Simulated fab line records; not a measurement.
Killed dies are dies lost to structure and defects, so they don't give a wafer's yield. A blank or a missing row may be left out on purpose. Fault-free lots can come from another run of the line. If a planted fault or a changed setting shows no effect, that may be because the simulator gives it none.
Which of the tools did it? -- flow nand_harc -- 7 lots, 21 wafers sampled, at 2 steps of a route of 1159

== WHAT THE GAUGES READ, wafer by wafer ==
NHARC_A_ONON_D1_THK_MEAS_05: measures by ellipsometry.
lot,measured,on,thk_nm (nm)
L772,day 8 05:16,film_metro-02,975 978 976
L779,day 9 16:43,film_metro-01,1104 1105 1105
L783,day 10 19:13,film_metro-02,995 992 995
L787,day 11 16:11,film_metro-02,986 987 987
L789,day 11 22:44,film_metro-01,986 986 985
L791,day 12 22:17,film_metro-01,1018 1018 1016
L793,day 12 22:30,film_metro-02,989 990 991

== WHICH TOOL RAN EACH LOT (tool, then ch and the chambers of the sampled wafers, then the start) ==
lot,NHARC_A_ONON_D1_DEP_03
L772,"pecvd_onon-01 ch 0, day 8 04:49"
L779,"pecvd_onon-01 ch 0, day 9 16:13"
L783,"pecvd_onon-04 ch 0, day 10 18:45"
L787,"pecvd_onon-04 ch 0, day 11 15:41"
L789,"pecvd_onon-01 ch 0, day 11 22:13"
L791,"pecvd_onon-03 ch 0, day 12 21:46"
L793,"pecvd_onon-01 ch 0, day 12 22:03"
- NHARC_A_ONON_D1_DEP_03: target thk 1000 nm.

== THE ANSWER, worked out from the rows above alone ==
Rule: the usual values come from the lots themselves. Put in order of their means at a reading, lots are off if they are a third of the lots or fewer, leave a main group of 4 or more, and stand apart from it by a gap of 3 or more times the standard deviation of the main group's means; of several such gaps the widest counts. The tables above print the reading to a certain number of digits; a main group whose means all agree to those digits is not used. Also off: a lot with no number at a reading for which 4 or more lots have one. Any other lot the step has rows for is counted as sound.
Off at NHARC_A_ONON_D1_THK_MEAS_05 (thk_nm): L779. Mean 992 nm and standard deviation 13 in the main group.
If a tool, at a process step before that reading, ran all the lots that are off and no sound lot after the first of them, it fits. The gauges at NHARC_A_ONON_D1_THK_MEAS_05 are tried like those tools. Not one of the candidates tried fits.

== WHAT THE SIMULATOR HAD PUT IN ==
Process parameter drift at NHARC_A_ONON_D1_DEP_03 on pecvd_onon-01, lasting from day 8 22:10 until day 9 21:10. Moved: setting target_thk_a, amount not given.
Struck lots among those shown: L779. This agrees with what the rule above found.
